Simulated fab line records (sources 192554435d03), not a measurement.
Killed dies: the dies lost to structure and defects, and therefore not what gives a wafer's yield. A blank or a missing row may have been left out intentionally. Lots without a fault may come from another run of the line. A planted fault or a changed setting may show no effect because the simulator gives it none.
Chamber matching	flow n5 finfet	N5_BEOL_M10_ETCH_61 on rie diel-03: 3 sister chambers
The step etches SiARC in CF4, target depth 39 nm, time 65 s. 3 wafers are shown with their chamber, then 6 later ones without.

## WAFERS, EACH WITH ITS CHAMBER
wafer	chamber	showerhead plenum p Torr (Torr)
L076.4	0	2.24
L087.1	2	2.09
L087.2	1	2.18

## WAFERS MISSING THEIR CHAMBER
wafer	showerhead plenum p Torr (Torr)
L087.3	2.24
L090.3	2.09
L090.5	2.17
L090.6	2.23
L094.5	2.17
L094.6	2.23

## EACH ONE'S CHAMBER
wafer	from the rows above	in truth
L087.3	0	0
L090.3	2	2
L090.5	1	1
L090.6	0	0
L094.5	1	1
L094.6	0	0
Correct placement for 6 of the 6. Can't be placed from these rows: 0. Number placed wrongly: 0.
How it was worked out, from the rows above alone: a wafer's distance from a chamber is the root of the sum, over the readings, of the square of ((its reading less the chamber's mean) divided by the reading's scatter). The wafer belongs to the nearest chamber; if the next one is less than 2 further off, it can't be placed. A chamber's mean is the mean of its shown wafers. The scatter (one wafer shown for each chamber): square how far every hidden wafer sits from the nearest shown wafer, average those squares and take the square root.
